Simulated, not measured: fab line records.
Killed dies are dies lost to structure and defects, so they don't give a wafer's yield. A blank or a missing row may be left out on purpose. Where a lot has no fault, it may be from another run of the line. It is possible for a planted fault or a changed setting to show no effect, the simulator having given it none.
Chamber matching    flow nand_harc    NHARC_A_CONTACT_DESCUM_47 on rie_diel-01 has 4 sister chambers
The step chemistry O2, time 3 s. 27 wafers are shown with their chamber, then 12 later ones without.

== EACH WAFER AND ITS CHAMBER ==
wafer   chamber  drypump_motor_current_A (A)  showerhead_plenum_p_Torr (Torr)  oes_product_au (a.u.)
L074.2  1        5.3                          1.95                             1.009
L074.3  0        6.5                          1.91                             0.996
L074.6  1        5.3                          1.95                             1.010
L075.1  0        6.5                          1.90                             1.006
L075.4  2        5.9                          1.99                             1.016
L075.5  1        5.3                          1.95                             1.007
L079.1  2        5.8                          1.99                             1.015
L079.2  1        5.3                          1.95                             0.997
L079.4  0        6.5                          1.90                             0.983
L076.1  1        5.3                          1.94                             1.008
L076.3  0        6.5                          1.90                             1.001
L076.4  2        5.9                          1.99                             1.018
L080.4  3        5.5                          1.81                             1.028
L080.5  1        5.3                          1.94                             1.010
L080.6  0        6.5                          1.90                             1.004
L082.1  3        5.5                          1.81                             1.006
L082.2  0        6.5                          1.90                             0.999
L082.4  2        5.9                          1.98                             1.007
L084.1  3        5.5                          1.81                             1.006
L084.3  1        5.3                          1.94                             1.002
L084.5  0        6.5                          1.90                             1.010
L086.3  1        5.2                          1.94                             1.001
L086.4  3        5.5                          1.81                             1.012
L086.5  3        5.5                          1.81                             1.009
L087.2  3        5.5                          1.81                             1.012
L087.4  2        5.9                          1.98                             1.018
L087.5  0        6.5                          1.90                             1.014

SIGNATURES, as means of the wafers listed above
reading                   chamber 0  chamber 1  chamber 2  chamber 3  scatter within a chamber
drypump_motor_current_A   6.500      5.287      5.880      5.500      0.027
showerhead_plenum_p_Torr  1.9012     1.9450     1.9860     1.8100     0.00421
oes_product_au            1.00162    1.00550    1.01480    1.01217    0.00728
Rule: distance of a wafer from a chamber = root of the sum over the readings of ((wafer's reading minus chamber's mean) / reading's scatter) squared. The wafer belongs to the nearest chamber; if the next one is less than 2 further off, it can't be placed. The scatter: the root of (the sum of the squares of (reading less its chamber's mean) over the shown wafers, divided by (wafers less chambers)).

== WAFERS WITHOUT THEIR CHAMBER ==
wafer   drypump_motor_current_A (A)  showerhead_plenum_p_Torr (Torr)  oes_product_au (a.u.)
L088.1  6.5                          1.90                             1.004
L088.4  5.8                          1.98                             0.999
L088.5  5.8                          1.98                             0.996
L091.3  5.9                          1.98                             0.993
L091.4  6.5                          1.90                             0.994
L091.6  5.9                          1.98                             1.001
L093.3  5.5                          1.81                             1.013
L093.5  5.5                          1.81                             1.019
L093.6  5.9                          1.98                             1.012
L095.1  5.9                          1.98                             1.008
L095.2  5.5                          1.80                             1.002
L095.5  5.5                          1.81                             1.006

== CHAMBER TAKEN BY EACH ==
wafer   from the rows above  in truth
L088.1  0                    0
L088.4  2                    2
L088.5  2                    2
L091.3  2                    2
L091.4  0                    0
L091.6  2                    2
L093.3  3                    3
L093.5  3                    3
L093.6  2                    2
L095.1  2                    2
L095.2  3                    3
L095.5  3                    3
12 of 12 placed correctly. Can't be placed from these rows: 0. Wrongly placed: 0.
